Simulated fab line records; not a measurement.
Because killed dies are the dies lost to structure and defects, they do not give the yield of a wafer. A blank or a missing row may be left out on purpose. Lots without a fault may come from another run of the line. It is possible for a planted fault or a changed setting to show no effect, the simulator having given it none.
Comparing a struck lot with a sound one :: flow nand_harc :: 13 steps out of a route of 1159
Sound: these wafers, L711.2, L711.3, L711.5. The struck wafers were L712.1, L712.2, L712.5. The cause is given at the end.
Each step with rows lists, per side, the tool, then ch with its chambers, then its first start. Under that, the readings that differ: sound wafers :: struck wafers :: difference of the means :: sigmas: that difference in standard deviations of wafers without a fault.
alike: a reading whose means differ by less than 2 such deviations, as well as words and numbers matching on both sides. not compared: withheld readings; readings where some wafer has no value; bounds like >300 that might hide an equal value; numbers whose values overlap and for which the record gives no deviation.
A row with sigmas, a row that says differs or no value, or rows on one side alone: a step with any of these is where the two part. Numbers that don't overlap but have no deviation are shown without sigmas and don't part them. A reading missing from all wafers of one side parts the sides only when that side holds two or more wafers.

first, 3 steps without rows for these wafers: NHARC_A_STAIRCASE_STRIP_255 (strips in SPM, time 900 s); NHARC_A_STAIRCASE_PRECLEAN_256 (cleans in SC1); NHARC_A_STAIRCASE_SRD_257.
NHARC_A_STAIRCASE_HM_DEP_456: deposits aC, target thk 1500 nm.
  sound on acl_dep-01 ch 0, day 15 05:13; struck on acl_dep-03 ch 0, day 15 04:22
  alike: throttle_valve_pct
NHARC_A_STAIRCASE_DEP_259: deposits SiON, target thk 30 nm.
  sound on pecvd-04 ch 0,1, day 15 06:47; struck on pecvd-04 ch 0,1,2, day 15 06:20
  alike: chamber_pressure_Torr, heater_power_w
then, 7 steps without rows for these wafers: NHARC_A_STAIRCASE_DEHYDRATE_281 (time 120 s); NHARC_A_STAIRCASE_HMDS_282 (time 30 s); NHARC_A_STAIRCASE_COAT_283; NHARC_A_STAIRCASE_SOFTBAKE_284 (time 170 s); NHARC_A_STAIRCASE_EBR_285; NHARC_A_STAIRCASE_EXPOSE_286 (exposes mask CHOP 100); NHARC_A_STAIRCASE_PEB_287 (peb time 130 s).
NHARC_A_STAIRCASE_DEVELOP_288: time 140 s.
  sound on litho_track-05 ch 0, day 15 07:00; struck on litho_track-05, day 15 06:00
  no value came back on the struck wafers for chill_plate_temp_C (C), exhaust_pa (Pa); on the sound wafers chill_plate_temp_C (C) reads 22.97 23.05 22.91

WHERE THEY PART
Only at NHARC_A_STAIRCASE_DEVELOP_288, as far as this record shows.

WHY: what had been put in by the simulator
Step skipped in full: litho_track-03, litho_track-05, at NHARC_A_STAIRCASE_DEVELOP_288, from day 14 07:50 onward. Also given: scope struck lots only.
